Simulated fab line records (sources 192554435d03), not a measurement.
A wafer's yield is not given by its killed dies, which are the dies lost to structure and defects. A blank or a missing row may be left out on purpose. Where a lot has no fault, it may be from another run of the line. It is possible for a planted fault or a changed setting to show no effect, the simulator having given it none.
What tool caused it? -- flow n5_finfet -- 10 lots with 30 wafers sampled at 5 steps, on a route of 1938 steps

WHAT THE GAUGES READ, wafer by wafer
N5_WELL_APT_CD_MEAS_25: the cd target is 200 nm.
lot,measured,on,cd_nm (nm)
L345,day 2 15:00,cd_sem-03,199.5 199.7 198.3
L346,day 2 21:05,cd_sem-01,199.2 200.7 201.1
L347,day 3 02:45,cd_sem-01,202.2 199.4 200.2
L349,day 3 14:56,cd_sem-03,201.0 199.3 199.9
L353,day 4 14:53,cd_sem-01,201.4 199.6 201.2
L356,day 5 09:38,cd_sem-02,199.2 199.7 200.1
L359,day 6 03:01,cd_sem-03,199.3 200.7 200.6
L360,day 6 09:50,cd_sem-03,200.4 200.7 200.1
L361,day 6 15:07,cd_sem-01,200.2 200.3 201.7
L362,day 6 21:38,cd_sem-03,202.5 200.9 201.2

N5_WELL_APT_INSPECT_27: inspects for defects (macro).
lot,measured,on,raw_defect_count
L345,day 2 15:03,defect_inspect-02,3 1 2
L346,day 2 21:08,defect_inspect-02,0 4 2
L347,day 3 02:48,defect_inspect-01,3 1 2
L349,day 3 14:59,defect_inspect-02,1 3 0
L353,day 4 14:56,defect_inspect-01,2 2 1
L356,day 5 09:41,defect_inspect-02,4 2 2
L359,day 6 03:04,defect_inspect-02,1 3 5
L360,day 6 09:53,defect_inspect-02,4 1 1
L361,day 6 15:10,defect_inspect-01,1 1 1
L362,day 6 21:41,defect_inspect-01,1 3 0

N5_BEOL_M4_RC_MEAS_101.
lot,measured,on,DIBL_N (mV/V),DIBL_P (mV/V),IOFF_N (nA/um),IOFF_P (nA/um),ION_N (uA/um),ION_P (uA/um),RS_NWELL (ohm/sq),SS_N (mV/dec),SS_P (mV/dec),VT_N (mV),VT_P (mV)
L345,day 8 17:25,prober-02,35.5 34.8 36.0,34.7 33.8 35.1,0.126 0.121 0.137,0.169 0.164 0.182,658 664 672,450 457 459,1032 1026 1036,70.6 69.9 70.4,72.4 72.7 72.3,250.9 252.8 252.8,-255.3 -255.6 -254.5
L346,day 9 04:35,prober-02,37.6 36.4 37.9,36.7 36.1 37.3,0.184 0.168 0.192,0.262 0.241 0.272,682 686 678,471 468 465,1044 1035 1027,71.5 71.5 71.8,73.2 73.4 73.4,245.7 247.2 248.0,-246.9 -244.0 -243.8
L347,day 9 12:39,prober-02,36.5 37.4 37.1,35.8 37.8 37.4,0.158 0.188 0.198,0.203 0.239 0.240,669 675 683,459 459 466,1039 1032 1027,71.6 71.5 71.6,73.5 73.4 74.4,249.0 248.5 248.4,-249.5 -247.8 -247.9
L349,day 9 14:19,prober-02,36.9 37.7 36.9,34.3 35.4 34.6,0.153 0.170 0.166,0.203 0.221 0.202,670 667 674,467 462 459,1033 1040 1032,71.5 71.7 71.5,73.2 72.8 72.8,249.4 247.7 250.3,-248.5 -248.0 -252.3
L353,day 11 06:47,prober-02,36.9 35.8 36.5,36.3 35.2 35.7,0.165 0.153 0.152,0.255 0.231 0.236,678 678 671,471 470 467,1033 1046 1039,71.0 71.1 71.5,72.7 72.7 73.2,247.4 244.7 248.8,-244.3 -244.4 -244.2
L356,day 11 09:02,prober-02,35.0 35.7 34.0,35.2 35.9 33.4,0.151 0.160 0.135,0.197 0.204 0.174,676 672 665,467 462 457,1039 1026 1027,71.9 71.9 71.0,72.5 73.4 72.6,247.9 250.1 251.5,-250.9 -250.7 -253.3
L359,day 12 11:00,prober-02,38.6 36.7 37.9,37.3 34.8 36.1,0.201 0.159 0.188,0.248 0.206 0.235,679 669 688,465 455 474,1084 1084 1087,72.6 71.6 71.8,73.9 73.2 73.5,247.0 250.7 248.7,-248.7 -250.7 -246.2
L360,day 12 14:46,prober-01,36.1 35.7 36.0,35.0 34.4 35.0,0.166 0.149 0.155,0.211 0.200 0.201,678 675 680,459 460 468,1030 1039 1030,71.1 71.5 71.2,72.2 72.8 72.9,248.8 249.9 250.0,-248.8 -248.3 -248.5
L361,day 12 14:43,prober-02,36.8 38.2 37.9,37.2 37.8 37.5,0.177 0.200 0.186,0.220 0.232 0.225,679 688 680,460 462 467,1088 1093 1099,72.2 71.8 72.0,73.3 73.2 72.1,249.4 247.3 247.4,-250.5 -247.2 -249.5
L362,day 12 20:45,prober-02,34.3 35.8 36.0,35.7 36.9 37.6,0.117 0.135 0.138,0.192 0.214 0.222,663 666 673,461 463 467,1084 1082 1086,71.9 71.0 71.6,72.9 73.7 73.1,254.1 254.6 254.9,-252.3 -249.9 -250.0

WHAT TOOL EACH LOT RAN ON (gives the tool, then ch and the chambers of the sampled wafers, and finally the start)
lot,N5_WELL_APT_IMPLANT_14,N5_WELL_APT_DESCUM_30
L345,"implanter-01 ch 0, day 2 14:00","rie_diel-04 ch 2,3, day 2 15:05"
L346,"implanter-02 ch 0, day 2 20:01","rie_diel-01 ch 1,2,3, day 2 21:10"
L347,"implanter-01 ch 0, day 3 01:49","rie_diel-04 ch 0,2,3, day 3 02:52"
L349,"implanter-02 ch 0, day 3 13:52","rie_diel-05 ch 0,1,3, day 3 15:01"
L353,"implanter-01 ch 0, day 4 14:02","rie_diel-04 ch 0,2,3, day 4 15:39"
L356,"implanter-01 ch 0, day 5 08:42","rie_diel-04 ch 0,1,3, day 5 10:22"
L359,"implanter-01 ch 0, day 6 01:59","rie_diel-04 ch 0,3, day 6 03:06"
L360,"implanter-02 ch 0, day 6 08:46","rie_diel-01 ch 2,3, day 6 09:56"
L361,"implanter-01 ch 0, day 6 14:02","rie_diel-01 ch 2,3, day 6 15:29"
L362,"implanter-01 ch 0, day 6 20:36","rie_diel-01 ch 1,3, day 6 21:43"
- N5_WELL_APT_IMPLANT_14
- N5_WELL_APT_DESCUM_30: chemistry O2, time 7.9 s.

WHAT THE TOOLS THEMSELVES READ (means of the sampled wafers that have a number; where no wafer has one, the mark that the record gives instead)
N5_WELL_APT_IMPLANT_14.
lot,tool,dose_ions_cm2,faraday_current_uA
L345,implanter-01,1.5006e+13,187
L346,implanter-02,1.4986e+13,194
L347,implanter-01,1.4998e+13,189
L349,implanter-02,1.4993e+13,188
L353,implanter-01,1.5000e+13,190
L356,implanter-01,1.5016e+13,193
L359,implanter-01,1.3932e+13,178
L360,implanter-02,1.4992e+13,189
L361,implanter-01,1.3923e+13,179
L362,implanter-01,1.3915e+13,178

N5_WELL_APT_DESCUM_30.
lot,tool,bias_power_w (W),drypump_motor_current_A (A),oes_product_au (a.u.),rf_vpp_V (V),showerhead_plenum_p_Torr (Torr),throttle_valve_pct (%)
L345,rie_diel-04,20.03,5.7,0.74,243.7,2.17,20.11
L346,rie_diel-01,19.99,6.1,0.80,242.5,2.08,20.53
L347,rie_diel-04,19.99,6.0,0.74,242.8,2.11,20.13
L349,rie_diel-05,20.02,5.8,0.81,242.9,2.14,20.36
L353,rie_diel-04,20.00,6.0,0.72,243.6,2.11,20.16
L356,rie_diel-04,20.00,6.0,0.76,243.2,2.09,20.32
L359,rie_diel-04,19.91,6.3,0.72,242.7,2.05,20.20
L360,rie_diel-01,19.99,6.1,0.72,242.7,2.06,20.46
L361,rie_diel-01,19.93,6.1,0.72,242.0,2.06,20.47
L362,rie_diel-01,20.05,5.6,0.78,242.2,2.04,20.56

THE ANSWER, worked out from the rows above alone
Rule: what is usual is taken from the lots themselves. The widest of any qualifying gaps counts: lots, ordered by their means at a reading, are off when they make up no more than a third of the lots, leave a main group of 4 or more, and stand apart from it by 3 or more times the standard deviation of that group's means. Not used: any main group whose means are identical at the precision the tables above print for the reading. Also off: a lot with no number at a reading for which 4 or more lots have one. Any other lot the step has rows for is counted as sound. After the gauges, taken in route order, come the tools' own readings; for these a lot's mean is taken, as printed above. The first step at which some lot is off is used, and at that step the reading that is off furthest; a lot without a number counts as furthest.
Off: L359, L361, L362, at N5_BEOL_M4_RC_MEAS_101 (RS_NWELL). For the main group the mean is 1034 ohm/sq and the standard deviation 2.7.
If a tool, at a process step before that reading, ran all the lots that are off and no sound lot after the first of them, it fits. Not tried: the gauges at N5_BEOL_M4_RC_MEAS_101; whatever is off there is also off at N5_WELL_APT_IMPLANT_14, on other tools, and gauge error can't account for it. One candidate fits, namely implanter-01 at N5_WELL_APT_IMPLANT_14. Its last sound lot is L356 (day 5 08:42), its first lot that is off L359 (day 6 01:59): a fault that began between those two fits.
The tool's own readings at N5_WELL_APT_IMPLANT_14 bear it out: on the lots that are off they differ by more than 5 times the standard deviation of the sound lots' means. dose_ions_cm2 reads 1.3923e+13 there against 1.4999e+13 on the sound lots.

WHAT THE SIMULATOR PUT IN
Process parameters drifting: implanter-01 at N5_WELL_APT_IMPLANT_14, beginning at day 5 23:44. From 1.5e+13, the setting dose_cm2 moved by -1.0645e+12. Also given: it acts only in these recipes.
Shown lots that were struck: L359, L361, L362. This agrees with what the rule above found.
